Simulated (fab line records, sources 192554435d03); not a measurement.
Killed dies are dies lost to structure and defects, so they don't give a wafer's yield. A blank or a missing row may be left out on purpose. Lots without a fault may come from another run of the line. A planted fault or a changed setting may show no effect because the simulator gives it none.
Split-lot experiment | flow n5_finfet | 7 lots, 21 wafers read, on a route of 1938 steps

THE SPLIT
At N5_DUMMY_GATE_COAT_09 (resist thk 30 nm), the setting spin_rpm was moved away from the recipe's 1500 rpm on 10 of the 21 wafers read, by -10.3% to +10.9%. The other wafers ran this setting at the recipe's value.

FROM THE SPLIT TO THE READING: what the file shows between them, 5 steps
- N5_DUMMY_GATE_EXPOSE_12: exposes mask GATE, target cd 25 nm (also split here: dose_mj)
- N5_DUMMY_GATE_PEB_13: peb time 60 s
- N5_DUMMY_GATE_DEVELOP_14: develop time 30 s
- N5_DUMMY_GATE_CD_MEAS_15: target cd 25.8 nm
- N5_DUMMY_GATE_DESCUM_20: chemistry O2, time 6.2 s

THE READING
CAR-EUV_of_DUMMY_GATE_COAT_09.thk_nm (the simulator's own value, which no gauge read), in nm, at N5_DUMMY_GATE_ETCH_29 (etches underlayer in N2/H2, target depth 13 nm). The file gives no usual value for it. The 11 wafers here that ran the recipe average 18.8 nm, standard deviation 0.18 nm.

wafer  | tool, chamber at the split | spin_rpm as run, rpm | against the recipe | CAR-EUV_of_DUMMY_GATE_COAT_09.thk_nm, nm | against lot-mates on the recipe
L077.1 | litho_track-03, 0          | 1500                 | recipe             | 19                                       | -
L077.5 | litho_track-03, 0          | 1500                 | recipe             | 19                                       | -
L077.6 | litho_track-03, 0          | 1500                 | recipe             | 18.8                                     | -
L078.4 | litho_track-03, 0          | 1574                 | +4.9%              | 17.8                                     | -0.9
L078.5 | litho_track-03, 0          | 1500                 | recipe             | 18.8                                     | -
L078.6 | litho_track-03, 0          | 1500                 | recipe             | 18.6                                     | -
L080.1 | litho_track-02, 0          | 1500                 | recipe             | 18.6                                     | -
L080.5 | litho_track-02, 0          | 1500                 | recipe             | 18.6                                     | -
L080.6 | litho_track-02, 0          | 1500                 | recipe             | 18.6                                     | -
L083.4 | litho_track-04, 0          | 1346                 | -10.3%             | 20.4                                     | +1.8
L083.5 | litho_track-04, 0          | 1346                 | -10.3%             | 20.4                                     | +1.8
L083.6 | litho_track-04, 0          | 1500                 | recipe             | 18.6                                     | -
L084.2 | litho_track-03, 0          | 1435                 | -4.3%              | 19.6                                     | no lot-mate on the recipe
L084.4 | litho_track-03, 0          | 1435                 | -4.3%              | 19.4                                     | no lot-mate on the recipe
L084.6 | litho_track-03, 0          | 1435                 | -4.3%              | 19.4                                     | no lot-mate on the recipe
L096.3 | litho_track-03, 0          | 1664                 | +10.9%             | 17.4                                     | -1.6
L096.5 | litho_track-03, 0          | 1500                 | recipe             | 19                                       | -
L096.6 | litho_track-03, 0          | 1664                 | +10.9%             | 17                                       | -2.0
L097.2 | litho_track-04, 0          | 1354                 | -9.7%              | 20.4                                     | +1.4
L097.4 | litho_track-04, 0          | 1354                 | -9.7%              | 20.6                                     | +1.6
L097.5 | litho_track-04, 0          | 1500                 | recipe             | 19                                       | -

THE FIT
A straight line over all 21 wafers: CAR-EUV_of_DUMMY_GATE_COAT_09.thk_nm changes by -0.159 nm for each +1% of spin_rpm; r = -0.98; the points scatter about the line by 0.18 nm.
The same after taking each lot's own level away (the mean of its wafers on the recipe; 18 wafers): -0.166 nm for each +1%; r = -0.99; scatter 0.11 nm.
On that fit, the largest move of spin_rpm shifts the reading by 1.8 nm.
The lots' own levels span 18.60 to 19.00 nm, that is 2.2 times the standard deviation above.
So the lot-to-lot level changes the slope little: the two slopes agree.
Check: with one of the wafers moved furthest among these (+10.9%) left out of the fit, the line predicts -1.9 nm for it against its lot-mates. It came out at -1.6 nm against them.

OTHER SPLITS ON THESE WAFERS
These wafers also went through other splits before the reading. Each is held against what the fit with the lots' levels taken away leaves over:
other split on the same wafers            | wafers away from the commonest value | r with CAR-EUV_of_DUMMY_GATE_COAT_09.thk_nm (lot level and that fit taken away)
N5_PMOS_HMC_CHANNEL_EPI_COAT_31 spin_rpm  | 5                                    | +0.52
N5_PMOS_HMC_CHANNEL_EPI_PEB_07 peb_temp_c | 7                                    | -0.02
N5_DUMMY_GATE_EXPOSE_12 dose_mj           | 6                                    | -0.02

THE WHOLE CHAIN: every reading that the file lists as answering this split, in the file's order
step                    | what it does                                   | reading                                                                               | change (the file's fit)               | r (the file's)
N5_DUMMY_GATE_COAT_09   | resist thk 30 nm                               | CAR-EUV_of_DUMMY_GATE_COAT_09.thk_nm (the simulator's own value, which no gauge read) | -0.158 nm for each +1% of the setting | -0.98
N5_DUMMY_GATE_DESCUM_20 | chemistry O2, time 6.2 s                       | CAR-EUV_of_DUMMY_GATE_COAT_09.thk_nm (the simulator's own value, which no gauge read) | -0.147 nm for each +1% of the setting | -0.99
N5_DUMMY_GATE_ETCH_29   | etches underlayer in N2/H2, target depth 13 nm | CAR-EUV_of_DUMMY_GATE_COAT_09.thk_nm (the simulator's own value, which no gauge read) | -0.166 nm for each +1% of the setting | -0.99

THE FILE'S OWN FIT
CAR-EUV_of_DUMMY_GATE_COAT_09.thk_nm changes by -0.166 nm for each +1% of spin_rpm, r = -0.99.
